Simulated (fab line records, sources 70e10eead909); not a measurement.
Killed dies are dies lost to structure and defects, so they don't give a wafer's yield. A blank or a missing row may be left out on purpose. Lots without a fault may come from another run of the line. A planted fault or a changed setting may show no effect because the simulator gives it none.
A struck lot beside a sound one | flow nand_harc | 12 steps out of a route of 1302
Sound: wafers L224.1, L224.2, L224.4. Struck: wafers L218.1, L218.4. (L218.2 of the same lot was not struck and is left out.) The cause comes at the end.
At each step with rows: each side's tool, then ch and its chambers, then its first start. Under that, the readings that differ: sound wafers | struck wafers | difference of the means | sigmas: that difference in standard deviations of wafers without a fault.
alike: readings whose means differ by less than 2 such deviations, and words and numbers that are the same on both sides. not compared: withheld readings, readings that some wafer has no value for, bounds like >300 that may hide the same value, and numbers for which the record gives no deviation and whose values overlap.
The two part at a step that has a row with sigmas, a row that says differs or no value, or rows on one side only. Numbers that don't overlap but have no deviation are shown without sigmas and don't part them. A reading that every wafer of one side lacks parts them only if that side has two wafers or more.

first, 1 step without rows for these wafers: NHARC_A_SLIT_SRD_20.
NHARC_A_SLIT_CD_MEAS_21:
  sound on cd_sem-01, day 28 14:37; struck on cd_sem-02, day 25 23:49
  alike: cd_nm
then, 3 steps without rows for these wafers: NHARC_A_SIN_REMOVE_WET_00 (chemistry H3PO4, time 15300 s); NHARC_A_SIN_REMOVE_PRECLEAN_01 (cleans in SC1); NHARC_A_SIN_REMOVE_SRD_02.
NHARC_A_SIN_REMOVE_INSPECT_04:
  sound on defect_inspect-01, day 28 21:14; struck on defect_inspect-02, day 26 06:50
  alike: raw_defect_count
NHARC_A_WL_FILL_ALD_00: deposits Al2O3, target thk 3 nm, pulse time 3 s, ald cycles 30.
  sound on ald_hk-01 ch 0,2,3, day 28 21:19; struck on ald_hk-02 ch 0,1, day 26 06:55
  alike: heater_power_w, precursor_pulse_height_rel
NHARC_A_WL_FILL_RTA_01: time 5 s.
  sound on rtp_anneal-02 ch 0, day 28 21:34; struck on rtp_anneal-02 ch 0, day 26 07:19
  alike: lamp_power_pct, wafer_temp_C_max
NHARC_A_WL_FILL_ALD_02: deposits TiN, target thk 2 nm, pulse time 3 s, ald cycles 100.
  sound on ald_metal-02 ch 0,1,2, day 28 21:47; struck on ald_metal-02 ch 0,2, day 26 07:32
  alike: heater_power_w, precursor_pulse_height_rel
NHARC_A_WL_FILL_CVD_03: deposits W, target thk 40 nm, time 279 s.
  sound on cvd_w-02 ch 0,1, day 28 22:13; struck on cvd_w-02 ch 0,1, day 26 07:58
  alike: heater_power_w, throttle_valve_pct
NHARC_A_WL_FILL_ETCHBACK_04: etches the open film in NF3, target depth 60 nm, time 120 s.
  sound on rie_metal-01 ch 0,1, day 28 22:36; struck on rie_metal-02 ch 0, day 26 08:20
  reading          | sound             | struck    | difference | sigmas
  run_length_s (s) | 140.9 141.3 140.6 | 91.1 91.7 | -49.5      | -99 or more
  alike: drypump_motor_current_A, oes_product_au
  not compared: rf_hours_counter_h
NHARC_A_WL_FILL_ETCHBACK_05: etches the open film in Cl2/BCl3, target depth 22 nm, time 60 s.
  sound on rie_metal-01 ch 0,1, day 28 22:50; struck on rie_metal-02 ch 0,1, day 26 08:38
  alike: drypump_motor_current_A, oes_product_au, run_length_s
  not compared: rf_hours_counter_h

WHERE THEY PART
Only at NHARC_A_WL_FILL_ETCHBACK_04, within this record. Later steps at which nothing parts them and some readings are alike: NHARC_A_WL_FILL_ETCHBACK_05.

WHY: what the simulator had put in
Process parameter drift: rie_metal-02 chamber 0, from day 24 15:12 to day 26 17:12, at NHARC_A_WL_FILL_ETCHBACK_04. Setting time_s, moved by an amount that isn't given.
